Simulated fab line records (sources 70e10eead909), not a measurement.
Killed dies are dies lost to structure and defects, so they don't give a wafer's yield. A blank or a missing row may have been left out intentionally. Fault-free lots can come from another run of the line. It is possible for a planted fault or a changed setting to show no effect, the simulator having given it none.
fab line records -- flow nand_harc
record: lots: 6, wafers: 18, last_day: 34
route steps=1302 shown P_M0@264
lots untouched by any fault: they come from a run of this same line in which no faults occurred
start_h: the number of hours between the record's first day and the start of the first shown wafer of the lot -- wait_h: hours from the lot's prior step to this one -- " as in the row above -- L1.1+2: one row covering several wafers at once -- - no value, or no start was given -- * or withheld: withheld -- < > ~ a bound
route shown NAME@n: a module of which the file shows steps, and the number in the route of the first -- usual: mean/standard deviation of fault-free wafers -- same: alike in all rows -- chamber/n: place in a boat -- sites: per-site readings -- _std_site: the values' standard deviation -- _edge_site: outer sites' mean less inner sites' -- radius_mm: how far each site lies from the wafer's centre -- mask NAME#n: copy n -- behind: the most recent tool/chamber to have shaped the wafer -- hold: the reason the lot was held/the length of the hold in hours/how it ended -- device: names the non-switching transistor (n, p or np) -- end of line: tests run on the same wafers once the route is complete -- a step without rows: its recipe alone -- killed: not the wafer's yield, but the dies lost to structure and defects at the first sort -- map: per-die view of a wafer (x killed, . not killed, _ where there is no die)
set.NAME: setting as actually run; set.NAME@STEP: the setting as run at that earlier step -- model.NAME: the simulator's own value behind a step, which no gauge read
certain route steps with their lots: each step a table, each wafer a row
services: when a tool's chamber went out of use (start_h, in hours from the record's first day, below 0 if earlier), for how many hours, and the reason
== steps ==
step: NHARC_P_M0_OVL_MEAS_10
recipe: pitch_nm: 180
usual: overlay_x_nm: -0.1/0.78, overlay_y_nm: -0.2/0.81
lot.wafer,tool,chamber,start_h,wait_h,overlay_x_nm,overlay_y_nm
L242.2,overlay-01,-,145.76,-,-1.1,0.1
L242.5,overlay-01,-,145.76,-,-0.9,0.6
L242.6,overlay-01,-,145.76,-,-0.4,-0.2
L244.3,overlay-02,-,174.02,-,0.6,-0.7
L244.4,overlay-02,-,174.02,-,1.7,-0.7
L244.6,overlay-02,-,174.02,-,1.5,-1.0
L246.3,overlay-01,-,190.18,-,1.0,-0.6
L246.4,overlay-01,-,190.18,-,0.6,-0.9
L246.6,overlay-01,-,190.18,-,0.8,-0.2
L259.2,overlay-01,-,309.27,-,0.1,0.6
L259.3,overlay-01,-,309.27,-,0.1,0.2
L259.5,overlay-01,-,309.27,-,0.7,0.1
L260.2,overlay-02,-,329.29,-,-1.5,-1.2
L260.5,overlay-02,-,329.29,-,-1.6,-0.6
L260.6,overlay-02,-,329.29,-,-1.1,-0.3
L262.1,overlay-01,-,346.26,-,0.0,-2.1
L262.4,overlay-01,-,346.26,-,0.6,-2.2
L262.6,overlay-01,-,346.26,-,0.1,-2.4
step: NHARC_P_M0_INSPECT_11
usual: raw_defect_count: 4.5/2.9
lot.wafer,tool,chamber,start_h,wait_h,raw_defect_count
L242.2,defect_inspect-02,-,145.79,0.0,11
L242.5,defect_inspect-02,-,145.79,0.0,8
L242.6,defect_inspect-02,-,145.79,0.0,9
L244.3,defect_inspect-02,-,174.06,0.0,8
L244.4,defect_inspect-02,-,174.06,0.0,9
L244.6,defect_inspect-02,-,174.06,0.0,5
L246.3,defect_inspect-01,-,190.21,0.0,1
L246.4,defect_inspect-01,-,190.21,0.0,6
L246.6,defect_inspect-01,-,190.21,0.0,6
L259.2,defect_inspect-01,-,309.30,0.0,2
L259.3,defect_inspect-01,-,309.30,0.0,1
L259.5,defect_inspect-01,-,309.30,0.0,4
L260.2,defect_inspect-01,-,329.33,0.0,3
L260.5,defect_inspect-01,-,329.33,0.0,8
L260.6,defect_inspect-01,-,329.33,0.0,2
L262.1,defect_inspect-02,-,346.30,0.0,7
L262.4,defect_inspect-02,-,346.30,0.0,9
L262.6,defect_inspect-02,-,346.30,0.0,1
step: NHARC_P_M0_DESCUM_14
recipe: time_s: 3, o2_flow_sccm: 200, ar_flow_sccm: 0, bias_power_w: 0, chemistry: O2
step: NHARC_P_M0_ETCH_34
recipe: target_depth_a: 400, overetch_a: 120, time_s: 43.94, ion_energy_ev: 200, n2_flow_sccm: 150, h2_flow_sccm: 150, ar_flow_sccm: 0, rf_w: 400, bias_w: 150, chemistry: N2/H2
usual: bias_w: 150.0/0.39, drypump_motor_current_A: 5.8/0.45, oes_product_au: 0.999/0.0093, rf_fwd_power_W: 395.4/1.8, rf_vpp_V: 428.9/1.8, showerhead_plenum_p_Torr: 1.99/0.061, throttle_valve_pct: 14.171/0.0081
lot.wafer,tool,chamber,start_h,wait_h,bias_w,drypump_motor_current_A,oes_product_au,rf_fwd_power_W,rf_hours_counter_h,rf_vpp_V,showerhead_plenum_p_Torr,throttle_valve_pct
L242.2,rie_diel-12,1,145.96,0.1,150.2,6.4,1.007,398.9,9,427.8,1.98,14.171
L242.6,rie_diel-12,2,145.96,0.1,149.7,5.1,1.011,394.5,-,430.8,2.06,14.174
L242.5,rie_diel-12,0,145.96,0.1,149.7,5.6,0.988,396.7,-,426.9,1.90,14.169
L244.4,rie_diel-13,1,174.20,0.1,149.9,5.6,0.989,395.4,0,427.7,1.94,14.179
L244.3,rie_diel-13,0,174.20,0.1,150.4,5.7,0.990,396.3,0,429.3,2.04,14.170
L244.6,rie_diel-13,1,174.20,0.1,150.0,5.6,0.990,396.5,-,425.5,1.94,14.169
L246.4,rie_diel-10,0,190.36,0.1,150.6,5.6,0.999,395.5,35,430.3,2.05,14.167
L246.3,rie_diel-10,3,190.36,0.1,150.5,6.0,1.004,393.9,38,429.0,1.98,14.165
L246.6,rie_diel-10,1,190.36,0.1,150.2,5.5,0.993,396.8,-,430.5,2.07,14.172
L259.2,rie_diel-12,0,309.49,0.1,149.7,5.6,0.997,394.3,5,427.2,1.89,14.169
L259.3,rie_diel-12,1,309.49,0.1,149.2,6.4,0.997,397.5,5,429.8,1.97,14.173
L259.5,rie_diel-12,0,309.49,0.1,150.0,5.6,0.998,394.9,-,424.4,1.89,14.181
L260.2,rie_diel-12,0,329.49,0.1,150.2,5.6,0.999,397.5,8,427.2,1.89,14.179
L260.5,rie_diel-12,1,329.49,0.1,150.3,6.4,0.991,396.7,-,427.2,1.97,14.169
L260.6,rie_diel-12,2,329.49,0.1,150.2,5.2,1.016,393.2,-,430.6,2.05,14.162
L262.1,rie_diel-12,1,346.48,0.1,150.6,6.4,1.006,396.3,12,427.6,1.97,14.173
L262.6,rie_diel-12,0,346.48,0.1,150.1,5.6,1.009,395.9,-,426.9,1.89,14.179
L262.4,rie_diel-12,1,346.48,0.1,150.3,6.4,1.004,396.4,-,428.8,1.97,14.171
step: NHARC_P_M0_ETCH_15
recipe: target_depth_a: 1500, overetch_a: 150, time_s: 82.5, c4f8_flow_sccm: withheld, ar_flow_sccm: 400, rf_w: 600, bias_w: 300, chemistry: C4F8/Ar
step: NHARC_P_M0_CD_MEAS_16
usual: cd_nm: 90.1/0.82
lot.wafer,tool,chamber,start_h,wait_h,cd_nm
L242.2,cd_sem-02,-,146.20,-,89.9
L242.5,cd_sem-02,-,146.20,-,91.0
L242.6,cd_sem-02,-,146.20,-,90.2
L244.3,cd_sem-01,-,174.42,-,89.1
L244.4,cd_sem-01,-,174.42,-,89.1
L244.6,cd_sem-01,-,174.42,-,90.2
L246.3,cd_sem-03,-,190.58,-,91.3
L246.4,cd_sem-03,-,190.58,-,89.5
L246.6,cd_sem-03,-,190.58,-,89.7
L259.2,cd_sem-02,-,309.80,-,90.9
L259.3,cd_sem-02,-,309.80,-,90.0
L259.5,cd_sem-02,-,309.80,-,89.5
L260.2,cd_sem-01,-,329.69,-,90.7
L260.5,cd_sem-01,-,329.69,-,90.5
L260.6,cd_sem-01,-,329.69,-,90.1
L262.1,cd_sem-02,-,346.70,-,90.2
L262.4,cd_sem-02,-,346.70,-,91.3
L262.6,cd_sem-02,-,346.70,-,91.3
step: NHARC_P_M0_STRIP_18
recipe: power_w: 1000, n2_flow_sccm: 150, h2_flow_sccm: 150, ar_flow_sccm: 0, bias_w: 0, chemistry: N2/H2
step: NHARC_P_M0_STRIP_19
recipe: time_s: 600, temp_c: 30, chemistry: post_etch_residue_remover
step: NHARC_P_M0_DEGAS_28
recipe: temp_c: 250, time_s: 60
usual: heater_power_w: 328/49
lot.wafer,tool,chamber,start_h,wait_h,heater_power_w
L242.2,pvd_sputter-01,-,146.88,-,249
L242.5,pvd_sputter-01,-,146.88,-,320
L242.6,pvd_sputter-01,-,146.88,-,308
L244.3,pvd_sputter-01,-,175.03,-,312
L244.4,pvd_sputter-01,-,175.03,-,306
L244.6,pvd_sputter-01,-,175.03,-,312
L246.3,pvd_sputter-02,-,191.19,-,331
L246.4,pvd_sputter-02,-,191.19,-,443
L246.6,pvd_sputter-02,-,191.19,-,338
L259.2,pvd_sputter-02,-,310.43,-,330
L259.3,pvd_sputter-02,-,310.43,-,338
L259.5,pvd_sputter-02,-,310.43,-,450
L260.2,pvd_sputter-03,-,330.30,-,401
L260.6,pvd_sputter-03,-,330.30,-,400
L260.5,pvd_sputter-03,-,330.30,-,304
L262.1,pvd_sputter-02,-,347.34,-,332
L262.4,pvd_sputter-02,-,347.34,-,440
L262.6,pvd_sputter-02,-,347.34,-,339
step: NHARC_P_M0_PRE_CLEAN_29
recipe: time_s: 30, temp_c: 280, gas: H2/He
usual: heater_power_w: 397/56
lot.wafer,tool,chamber,start_h,wait_h,heater_power_w
L242.2,pvd_sputter-01,-,-,-,382
L242.5,pvd_sputter-01,-,-,-,314
L242.6,pvd_sputter-01,-,-,-,371
L244.3,pvd_sputter-01,-,-,-,370
L244.4,pvd_sputter-01,-,-,-,312
L244.6,pvd_sputter-01,-,-,-,365
L246.4,pvd_sputter-02,-,-,-,409
L246.3,pvd_sputter-02,-,-,-,420
L246.6,pvd_sputter-02,-,-,-,413
L259.2,pvd_sputter-02,-,-,-,544
L259.3,pvd_sputter-02,-,-,-,409
L259.5,pvd_sputter-02,-,-,-,535
L260.2,pvd_sputter-03,-,-,-,464
L260.5,pvd_sputter-03,-,-,-,363
L260.6,pvd_sputter-03,-,-,-,469
L262.4,pvd_sputter-02,-,-,-,410
L262.1,pvd_sputter-02,-,-,-,542
L262.6,pvd_sputter-02,-,-,-,391
step: NHARC_P_M0_PVD_20
recipe: target_thk_a: 50, bias_v: 168.6, power_w: 15000, chamber_pressure_pa: 0.12, time_s: 8.06, substrate_temp_c: 50, material: TaN
usual: throttle_valve_pct: 29.8/1
lot.wafer,tool,chamber,start_h,wait_h,throttle_valve_pct
L242.2,pvd_sputter-01,-,-,-,30.1
L242.6,pvd_sputter-01,-,-,-,30.1
L242.5,pvd_sputter-01,-,-,-,31.2
L244.3,pvd_sputter-01,-,-,-,29.9
L244.4,pvd_sputter-01,-,-,-,30.3
L244.6,pvd_sputter-01,-,-,-,30.0
L246.3,pvd_sputter-02,-,-,-,29.9
L246.4,pvd_sputter-02,-,-,-,29.3
L246.6,pvd_sputter-02,-,-,-,27.5
L259.2,pvd_sputter-02,-,-,-,29.2
L259.3,pvd_sputter-02,-,-,-,30.5
L259.5,pvd_sputter-02,-,-,-,29.7
L260.2,pvd_sputter-03,-,-,-,29.5
L260.5,pvd_sputter-03,-,-,-,29.0
L260.6,pvd_sputter-03,-,-,-,28.3
L262.1,pvd_sputter-02,-,-,-,28.2
L262.4,pvd_sputter-02,-,-,-,29.3
L262.6,pvd_sputter-02,-,-,-,30.0
step: NHARC_P_M0_PVD_21
recipe: target_thk_a: 300, chamber_pressure_pa: 5, power_w: 5000, substrate_temp_c: 30, time_s: 20.49, material: Cu
step: NHARC_P_M0_ECD_22
recipe: target_thk_a: 4000, bath_temp_c: 25, material: Cu
usual: bath_temp_c: 25.00/0.12
lot.wafer,tool,chamber,start_h,wait_h,bath_temp_c
L242.2,ecd_cu-02,0,147.59,-,25.23
L242.6,ecd_cu-02,1,147.59,-,25.09
L242.5,ecd_cu-02,0,147.59,-,25.23
L244.3,ecd_cu-01,1,175.49,-,24.96
L244.4,ecd_cu-01,0,175.49,-,25.03
L244.6,ecd_cu-01,0,175.49,-,24.95
L246.4,ecd_cu-01,1,191.65,-,25.06
L246.3,ecd_cu-01,0,191.65,-,24.89
L246.6,ecd_cu-01,0,191.65,-,25.00
L259.2,ecd_cu-01,1,310.77,-,25.02
L259.3,ecd_cu-01,1,310.77,-,25.12
L259.5,ecd_cu-01,0,310.77,-,25.13
L260.2,ecd_cu-01,0,330.66,-,25.14
L260.6,ecd_cu-01,0,330.66,-,25.05
L260.5,ecd_cu-01,1,330.66,-,24.90
L262.1,ecd_cu-02,1,347.70,-,24.93
L262.4,ecd_cu-02,1,347.70,-,25.11
L262.6,ecd_cu-02,1,347.70,-,25.05
step: NHARC_P_M0_ANNEAL_30
recipe: temp_c: 225, time_s: 90
usual: wafer_temp_C_max: 225.94/0.21
lot.wafer,tool,chamber,start_h,wait_h,wafer_temp_C_max
L242.2,rtp_anneal-01,0,147.97,0.3,226.30
L242.5,rtp_anneal-01,0,147.97,0.3,226.12
L242.6,rtp_anneal-01,0,147.97,0.3,225.59
L244.3,rtp_anneal-02,0,175.87,0.3,226.03
L244.4,rtp_anneal-02,0,175.87,0.3,225.91
L244.6,rtp_anneal-02,0,175.87,0.3,225.76
L246.3,rtp_anneal-02,0,192.04,0.3,226.11
L246.4,rtp_anneal-02,0,192.04,0.3,226.05
L246.6,rtp_anneal-02,0,192.04,0.3,226.05
L259.2,rtp_anneal-02,0,311.20,-,225.79
L259.3,rtp_anneal-02,0,311.20,-,225.62
L259.5,rtp_anneal-02,0,311.20,-,225.59
L260.2,rtp_anneal-01,0,331.09,0.4,225.91
L260.5,rtp_anneal-01,0,331.09,0.4,226.07
L260.6,rtp_anneal-01,0,331.09,0.4,226.28
L262.1,rtp_anneal-02,0,348.08,-,225.80
L262.4,rtp_anneal-02,0,348.08,-,225.73
L262.6,rtp_anneal-02,0,348.08,-,225.76
step: NHARC_P_M0_CMP_23
recipe: t_overpolish_s: 20, target_thk_nm: 117.54
usual: motor_current_A: 11.8/1.1, pad_life_wafers: 180/98, time_to_endpoint_s: 29/3.4
lot.wafer,tool,chamber,start_h,wait_h,motor_current_A,pad_life_wafers,time_to_endpoint_s
L242.2,cmp-03,0,148.27,-,12.3,318,34
L242.5,cmp-03,0,148.27,-,11.1,-,33
L242.6,cmp-03,1,148.27,-,9.8,-,31
L244.3,cmp-02,3,176.14,-,11.3,157,24
L244.4,cmp-02,0,176.14,-,12.1,158,26
L244.6,cmp-02,2,176.14,-,12.9,-,9
L246.3,cmp-04,0,192.34,-,12.7,242,25
L246.4,cmp-04,1,192.34,-,11.9,243,26
L246.6,cmp-04,2,192.34,-,10.9,-,8
L259.3,cmp-02,3,311.55,-,11.0,314,28
L259.2,cmp-02,0,311.55,-,12.1,315,30
L259.5,cmp-02,2,311.55,-,12.1,-,33
L260.2,cmp-03,1,331.47,-,9.7,255,27
L260.5,cmp-03,2,331.47,-,10.8,-,33
L260.6,cmp-03,3,331.47,-,11.7,-,35
L262.4,cmp-02,1,348.42,-,13.8,60,26
L262.1,cmp-02,2,348.42,-,12.4,61,31
L262.6,cmp-02,2,348.42,-,11.6,-,31
== services ==
tool,chamber,start_h,hours,kind
cmp-02,-,134.50,4.0,pm
rie_diel-12,3,136.26,14.0,repair
pvd_sputter-03,-,137.19,3.6,repair
pvd_sputter-03,-,143.25,6.1,repair
cmp-02,-,143.75,0.4,repair
cmp-02,-,153.96,3.9,repair
ecd_cu-01,-,160.11,8.0,pm
pvd_sputter-03,-,170.00,10.0,pm
pvd_sputter-02,-,187.08,1.6,repair
cmp-02,-,191.70,1.5,repair
pvd_sputter-03,-,221.56,6.7,repair
pvd_sputter-01,-,226.13,10.0,pm
pvd_sputter-02,-,231.66,0.9,repair
cmp-02,-,232.50,4.0,pm
rie_diel-12,1,232.76,6.4,repair
rie_diel-12,1,253.50,5.2,repair
ecd_cu-01,-,266.21,0.8,repair
rie_diel-12,-,268.60,9.0,pm
pvd_sputter-02,-,282.01,10.0,pm
cmp-02,-,288.65,0.3,repair
cmp-02,-,317.51,4.1,repair
rie_diel-12,2,335.39,2.9,repair
ecd_cu-01,-,336.11,8.0,pm
rie_diel-12,2,338.56,23.1,repair
== key ==
first_sign: step: NHARC_P_M0_CMP_23, reading: time_to_endpoint_s, direction: down, sigmas: 6, usual: *, struck: *
effect none on later readings
met_at NHARC_P_M0_ECD_22
struck_wafers L244.6,L246.6
later_rows_left_out L244.6,L246.6
sort_left_out L244.6,L246.6
fault: kind: process_parameter_drift, tool: ecd_cu-01, chamber: -, onset_h: 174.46, steps: NHARC_P_M0_ECD_22, channel: target_thk_a, offset: *, shape: step, end_h: 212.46, scope: struck_wafers_only, acts_in: *, stated: *
sort_left_out: the simulated sort isn't trusted on such a fault, so these wafers' sort isn't shown, and their yield isn't known
later_rows_left_out: the simulator's readings of these wafers behind a module that went badly wrong aren't trusted and aren't shown, but for the sort
